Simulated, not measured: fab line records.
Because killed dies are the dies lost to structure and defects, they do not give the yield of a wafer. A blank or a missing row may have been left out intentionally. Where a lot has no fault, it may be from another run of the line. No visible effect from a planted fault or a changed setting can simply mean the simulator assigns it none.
Which tool did it?    flow nand harc    6 lots with 18 wafers sampled at 5 steps, on a route of 1159 steps

WHAT THE GAUGES READ, wafer by wafer
NHARC_END_SORT_01.
lot   measured      on         killed at array
L845  day 24 14:04  prober-01  673 670 676

EACH LOT AND THE TOOL THAT RAN IT (in order: tool; ch and the chambers of the sampled wafers; start)
lot   NHARC_A_STAIRCASE_ETCH_221          NHARC_A_STAIRCASE_ETCH_223                     NHARC_A_STAIRCASE_ETCH_225                     NHARC_A_STAIRCASE_TRIM_229
L845  rie diel-11 ch 1,2,3, day 13 10:12  rie diel-11 ch 0,1,2, day 13 11:03 or earlier  rie diel-11 ch 0,2,3, day 13 11:03 or earlier  rie diel-07 ch 2,3, day 13 11:03
L853  rie diel-11 ch 0,2, day 14 20:07    rie diel-11 ch 0,1,3, day 14 21:30 or earlier  rie diel-11 ch 0,3, day 14 21:30 or earlier    rie diel-11 ch 1,2,3, day 14 21:30
L854  rie diel-07 ch 0,1,2, day 15 03:16  rie diel-07 ch 0,1,2, day 15 04:09 or earlier  rie diel-07 ch 0,2,3, day 15 04:09 or earlier  rie diel-11 ch 1,2,3, day 15 04:09
L858  rie diel-11 ch 0,1, day 15 17:13    rie diel-11 ch 0,2,3, day 15 18:08 or earlier  rie diel-11 ch 1,2, day 15 18:08 or earlier    rie diel-07 ch 0,2, day 15 18:08
L857  rie diel-12 ch 0,2,3, day 16 09:34  rie diel-12 ch 0,1,3, day 16 10:34 or earlier  rie diel-12 ch 0,1,3, day 16 10:34 or earlier  rie diel-07 ch 0,1, day 16 10:34
L861  rie diel-07 ch 0,1, day 17 14:26    rie diel-07 ch 1,2, day 17 15:32 or earlier    rie diel-07 ch 0,1, day 17 15:32 or earlier    rie diel-07 ch 0,2, day 17 15:32
- NHARC_A_STAIRCASE_ETCH_221: etches the open film in C4F8/O2, target depth 100 nm, time 40.5 s.
- NHARC_A_STAIRCASE_ETCH_223: etches the open film in C4F8/O2, target depth 100 nm, time 40.5 s.
- NHARC_A_STAIRCASE_ETCH_225: etches the open film in C4F8/O2, target depth 100 nm, time 40.5 s.
- NHARC_A_STAIRCASE_TRIM_229: chemistry O2, time 211.2 s.

THE ANSWER, worked out from the rows above alone
Rule: usual is defined by the lots themselves. The widest of any qualifying gaps counts: lots, ordered by their means at a reading, are off when they make up no more than a third of the lots, leave a main group of 4 or more, and stand apart from it by 3 or more times the standard deviation of that group's means. The tables above print the reading to a certain number of digits; a main group whose means all agree to those digits is not used. A lot without any number at a reading at which 4 lots or more have one is off too. All remaining lots with rows at the step are treated as sound.
Across all readings shown, no lot is off: no conclusion can be drawn from this.

WHAT HAD BEEN PUT IN BY THE SIMULATOR
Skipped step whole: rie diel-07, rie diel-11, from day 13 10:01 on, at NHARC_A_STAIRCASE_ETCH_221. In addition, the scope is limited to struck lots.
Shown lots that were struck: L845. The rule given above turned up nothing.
